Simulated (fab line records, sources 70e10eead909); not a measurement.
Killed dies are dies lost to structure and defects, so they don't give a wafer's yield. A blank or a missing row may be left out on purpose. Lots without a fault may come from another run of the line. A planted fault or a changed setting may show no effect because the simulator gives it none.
Which tool did it? | flow nand_harc | 12 lots, 36 wafers sampled, at 6 steps of a route of 1159

WHAT THE GAUGES READ, wafer by wafer
NHARC_P_STI_OVL_MEAS_10. Usual: overlay_x_nm 1 nm, standard deviation 6.1; overlay_y_nm -1 nm, standard deviation 7.7.
lot  | measured    | on         | overlay_x_nm (nm) | overlay_y_nm (nm) | flag
L563 | day 2 11:40 | overlay-01 | 0 0 0             | -5 -5 -5          |
L566 | day 3 04:12 | overlay-02 | 12 13 13          | 6 6 6             |
L567 | day 3 14:04 | overlay-01 | -1 -1 -1          | -6 -6 -6          |
L573 | day 5 00:48 | overlay-01 | -3 -2 -2          | 1 1 1             |
L577 | day 5 23:01 | overlay-01 | 1 1 1             | 2 1 2             |
L578 | day 6 08:19 | overlay-01 | -6 -6 -6          | -13 -13 -13       |
L579 | day 6 08:28 | overlay-02 | 2 2 3             | -3 -2 -2          |
L581 | day 6 23:11 | overlay-01 | -7 -8 -8          | 11 10 10          |
L582 | day 7 05:11 | overlay-02 | -4 -4 -3          | -7 -7 -7          |
L584 | day 7 18:04 | overlay-02 | 1 1 1             | 7 7 7             |
L585 | day 8 00:28 | overlay-02 | 12 12 13          | -6 -5 -6          |
L586 | day 8 06:13 | overlay-01 | -4 -3 -3          | 8 8 8             |

NHARC_P_GATE_CD_MEAS_11: target cd 1640 nm. Usual: cd_nm 1640.5 nm, standard deviation 1.8.
lot  | measured    | on        | cd_nm (nm)           | flag
L563 | day 3 22:06 | cd_sem-02 | 1642.3 1638.6 1638.1 |
L566 | day 4 15:35 | cd_sem-03 | 1638.3 1640.8 1638.8 |
L567 | day 5 03:34 | cd_sem-03 | - - -                | OFF
L573 | day 6 15:40 | cd_sem-01 | 1638.9 1640.3 1641.4 |
L577 | day 7 14:50 | cd_sem-01 | 1638.9 1639.6 1640.4 |
L578 | day 7 19:53 | cd_sem-02 | 1643.6 1644.7 1644.9 |
L579 | day 7 20:02 | cd_sem-02 | 1641.2 1639.1 1639.3 |
L581 | day 8 08:31 | cd_sem-01 | 1640.8 1643.5 1639.9 |
L582 | day 8 20:17 | cd_sem-03 | 1639.2 1640.2 1640.6 |
L584 | day 9 07:14 | cd_sem-02 | 1639.3 1640.0 1638.8 |
L585 | day 9 14:19 | cd_sem-02 | 1642.6 1642.0 1641.0 |
L586 | day 9 14:09 | cd_sem-01 | 1641.3 1642.4 1641.5 |

NHARC_END_SORT_01. Usual: killed_at_array 27, standard deviation 11; killed_at_other 0.7, standard deviation 1.1; killed_at_periphery 3.4, standard deviation 2.1; killed_dies 31, standard deviation 12; killed_open 3.6, standard deviation 2; killed_short 2.0, standard deviation 1.3.
lot  | measured     | on        | killed_at_array | killed_at_other | killed_at_periphery | killed_dies | killed_open | killed_short | flag
L563 | day 19 04:53 | prober-02 | 16 13 14        | 1 0 0           | 3 2 7               | 20 15 21    | 4 2 6       | 2 4 2        |
L566 | day 19 18:43 | prober-01 | 16 15 16        | 1 0 0           | 3 4 2               | 20 19 18    | 6 3 5       | 2 2 0        |
L567 | day 20 23:46 | prober-01 | 15 22 27        | 2 0 0           | 660 655 650         | 677 677 677 | 6 0 3       | 1 1 1        | OFF
L573 | day 21 18:22 | prober-02 | 19 19 11        | 0 0 0           | 3 2 3               | 22 21 14    | 4 8 1       | 2 3 3        |
L577 | day 22 02:53 | prober-02 | 12 34 25        | 3 0 2           | 3 1 1               | 18 35 28    | 2 5 3       | 3 1 1        |
L578 | day 23 04:37 | prober-01 | 22 23 23        | 0 1 2           | 5 4 5               | 27 28 30    | 3 5 0       | 2 1 3        |
L579 | day 23 12:23 | prober-02 | 37 45 31        | 1 0 0           | 7 6 2               | 45 51 33    | 7 2 3       | 4 2 2        |
L581 | day 23 06:13 | prober-02 | 17 29 24        | 0 0 0           | 3 1 0               | 20 30 24    | 1 4 1       | 4 3 2        |
L582 | day 23 20:10 | prober-02 | 24 37 22        | 0 0 1           | 9 6 8               | 33 43 31    | 3 2 5       | 1 6 2        |
L584 | day 24 05:10 | prober-02 | 32 42 41        | 0 0 0           | 0 3 1               | 32 45 42    | 2 5 3       | 1 2 1        |
L585 | day 25 12:18 | prober-01 | 30 26 30        | 4 4 2           | 6 2 2               | 40 32 34    | 4 6 5       | 2 1 1        |
L586 | day 24 18:59 | prober-01 | 14 20 20        | 0 0 0           | 1 2 3               | 15 22 23    | 2 1 4       | 3 3 3        |

WHICH TOOL RAN EACH LOT (tool, then ch and the chambers of the sampled wafers, then the start)
lot  | NHARC_P_STI_ETCH_42               | NHARC_P_GATE_EXPOSE_08           | NHARC_P_GATE_DEP_103
L563 | rie_diel-08 ch 0,1,2, day 2 11:56 | krf_scanner-04 ch 0, day 3 21:57 | pecvd-04 ch 0,1,2, day 4 11:41
L566 | rie_diel-11 ch 1,2, day 3 04:28   | krf_scanner-04 ch 0, day 4 15:26 | pecvd-02 ch 0,1, day 5 05:26
L567 | rie_diel-09 ch 0,2, day 3 14:20   | krf_scanner-02 ch 0, day 5 03:25 | pecvd-02 ch 0,1,2, day 5 18:36
L573 | rie_diel-11 ch 0,2,3, day 5 01:03 | krf_scanner-04 ch 0, day 6 15:31 | pecvd-03 ch 1,2, day 7 05:13
L577 | rie_diel-09 ch 0,1,3, day 5 23:16 | krf_scanner-02 ch 0, day 7 14:41 | pecvd-04 ch 0,2, day 8 04:17
L578 | rie_diel-11 ch 1,2,3, day 6 08:35 | krf_scanner-04 ch 0, day 7 19:43 | pecvd-03 ch 0,1,2, day 8 08:55
L579 | rie_diel-09 ch 0,2,3, day 6 08:44 | krf_scanner-02 ch 0, day 7 19:53 | pecvd-03 ch 1,2, day 8 09:39
L581 | rie_diel-08 ch 1,2, day 6 23:26   | krf_scanner-02 ch 0, day 8 08:22 | pecvd-04 ch 0,1,2, day 8 22:37
L582 | rie_diel-11 ch 0,2,3, day 7 05:26 | krf_scanner-02 ch 0, day 8 20:07 | pecvd-02 ch 1,2, day 9 09:32
L584 | rie_diel-09 ch 0,1, day 7 18:20   | krf_scanner-02 ch 0, day 9 07:05 | pecvd-03 ch 0,1, day 9 22:08
L585 | rie_diel-08 ch 0,1, day 8 00:43   | krf_scanner-01 ch 0, day 9 14:09 | pecvd-03 ch 0,1,2, day 10 06:20
L586 | rie_diel-11 ch 0,2,3, day 8 06:29 | krf_scanner-04 ch 0, day 9 13:59 | pecvd-03 ch 0,1,2, day 10 05:50
- NHARC_P_STI_ETCH_42: etches the open film in N2/H2, target depth 80 nm, overetch 24 nm, time 61 s.
- NHARC_P_GATE_EXPOSE_08: exposes mask P HV.
- NHARC_P_GATE_DEP_103: deposits SiON, target thk 30 nm.

WHAT THE TOOLS THEMSELVES READ (means of the sampled wafers that have a number; where no wafer has one, the mark that the record gives instead)
NHARC_P_STI_ETCH_42. Usual: drypump_motor_current_A 6.0 A, standard deviation 0.46; oes_product_au 0.998 a.u., standard deviation 0.0092; rf_vpp_V 430.2 V, standard deviation 2.6; showerhead_plenum_p_Torr 2.03 Torr, standard deviation 0.092; throttle_valve_pct 14.171 %, standard deviation 0.0091.
lot  | tool        | drypump_motor_current_A (A) | oes_product_au (a.u.) | rf_vpp_V (V) | showerhead_plenum_p_Torr (Torr) | throttle_valve_pct (%) | flag
L563 | rie_diel-08 | 6.2                         | 0.993                 | 433.0        | 2.12                            | 14.172                 |
L566 | rie_diel-11 | 6.0                         | 0.991                 | 429.4        | 1.98                            | 14.163                 |
L567 | rie_diel-09 | 5.6                         | 1.009                 | 430.2        | 2.04                            | 14.164                 |
L573 | rie_diel-11 | 6.2                         | 0.995                 | 430.1        | 2.01                            | 14.175                 |
L577 | rie_diel-09 | 5.3                         | 1.000                 | 427.7        | 1.94                            | 14.176                 |
L578 | rie_diel-11 | 6.1                         | 0.999                 | 428.1        | 1.97                            | 14.184                 |
L579 | rie_diel-09 | 5.4                         | 0.991                 | 429.3        | 1.99                            | 14.183                 |
L581 | rie_diel-08 | 6.3                         | 0.994                 | 432.2        | 2.10                            | 14.171                 |
L582 | rie_diel-11 | 6.3                         | 0.996                 | 429.7        | 2.01                            | 14.164                 |
L584 | rie_diel-09 | 5.4                         | 0.988                 | 427.9        | 1.94                            | 14.173                 |
L585 | rie_diel-08 | 6.2                         | 0.996                 | 433.7        | 2.16                            | 14.174                 |
L586 | rie_diel-11 | 6.2                         | 0.998                 | 428.4        | 2.01                            | 14.173                 |

NHARC_P_GATE_DEP_103. Usual: heater_power_w 696 W, standard deviation 76.
lot  | tool     | heater_power_w (W) | flag
L563 | pecvd-04 | 794                |
L566 | pecvd-02 | 703                |
L567 | pecvd-02 | 641                |
L573 | pecvd-03 | 645                |
L577 | pecvd-04 | 790                |
L578 | pecvd-03 | 648                |
L579 | pecvd-03 | 684                |
L581 | pecvd-04 | 787                |
L582 | pecvd-02 | 645                |
L584 | pecvd-03 | 680                |
L585 | pecvd-03 | 676                |
L586 | pecvd-03 | 678                |

THE ANSWER, worked out from the rows above alone
Rule: a lot is off if the mean of its wafers that have a number lies more than 3 standard deviations from the usual mean. A lot without any number at a reading at which 4 lots or more have one is off too. The other lots that the step has rows for count as sound. The gauges are gone through in route order, then the tools' own readings, and for those a lot's mean is taken as printed above. The first step at which some lot is off is used, and at that step the reading that is off furthest; a lot without a number counts as furthest.
Off: L567, at NHARC_P_GATE_CD_MEAS_11 (cd_nm). Without a number there: L567.
A tool fits if, at a process step before that reading, it ran every lot that is off, and no sound lot after the first of them. The gauges at NHARC_P_GATE_CD_MEAS_11 aren't tried: what is off there is off at NHARC_END_SORT_01 too, on other tools, and a gauge's error can't cause that. None of those tried fits.

WHAT THE SIMULATOR HAD PUT IN
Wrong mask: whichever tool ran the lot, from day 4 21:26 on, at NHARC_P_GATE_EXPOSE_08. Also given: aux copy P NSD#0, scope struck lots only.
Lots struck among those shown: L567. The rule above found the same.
